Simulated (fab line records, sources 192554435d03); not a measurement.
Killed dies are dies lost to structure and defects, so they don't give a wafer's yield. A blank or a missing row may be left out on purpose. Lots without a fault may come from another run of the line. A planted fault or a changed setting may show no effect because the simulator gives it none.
Chamber matching | flow n5_finfet | N5_BEOL_M8_DEP_56 on pecvd-03: 3 sister chambers
The step deposits SiCN from 3MS/NH3, target thk 10 nm, time 17.5 s. 14 wafers are shown with their chamber, then 7 later ones without.

WAFERS WITH THEIR CHAMBER
wafer  | chamber | throttle_valve_pct (%) | showerhead_plenum_p_Torr (Torr)
L076.1 | 1       | 9.5                    | 3.664
L076.2 | 0       | 9.2                    | 3.650
L076.4 | 0       | 9.2                    | 3.661
L080.2 | 0       | 9.1                    | 3.659
L080.5 | 0       | 8.9                    | 3.659
L080.6 | 2       | 8.1                    | 3.666
L082.2 | 1       | 9.7                    | 3.667
L082.4 | 2       | 8.1                    | 3.667
L082.5 | 1       | 9.9                    | 3.655
L084.1 | 2       | 8.0                    | 3.668
L084.5 | 1       | 9.9                    | 3.663
L084.6 | 0       | 8.9                    | 3.655
L088.1 | 0       | 9.1                    | 3.666
L088.2 | 2       | 7.8                    | 3.660

SIGNATURES (means of the wafers above)
reading                  | chamber 0 | chamber 1 | chamber 2 | scatter within a chamber
throttle_valve_pct       | 9.067     | 9.750     | 8.000     | 0.155
showerhead_plenum_p_Torr | 3.65833   | 3.66225   | 3.66525   | 0.00491
Rule: a wafer's distance from a chamber is the root of the sum, over the readings, of the square of ((its reading less the chamber's mean) divided by the reading's scatter). The wafer belongs to the nearest chamber; if the next one is less than 2 further off, it can't be placed. The scatter: the root of (the sum of the squares of (reading less its chamber's mean) over the shown wafers, divided by (wafers less chambers)).

WAFERS WITHOUT THEIR CHAMBER
wafer  | throttle_valve_pct (%) | showerhead_plenum_p_Torr (Torr)
L088.5 | 9.6                    | 3.659
L090.2 | 9.4                    | 3.661
L090.3 | 8.1                    | 3.664
L090.5 | 9.5                    | 3.657
L091.3 | 9.0                    | 3.658
L091.4 | 9.7                    | 3.673
L091.5 | 7.9                    | 3.660

WHICH CHAMBER EACH WENT THROUGH
wafer  | from the rows above     | in truth
L088.5 | 1                       | 1
L090.2 | can't be placed: 0 or 1 | 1
L090.3 | 2                       | 2
L090.5 | can't be placed: 1 or 0 | 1
L091.3 | 0                       | 0
L091.4 | 1                       | 1
L091.5 | 2                       | 2
Placed correctly: 5 of 7. Can't be placed from these rows: 2 (the true chamber is among the candidates in 2). Placed wrongly: 0.
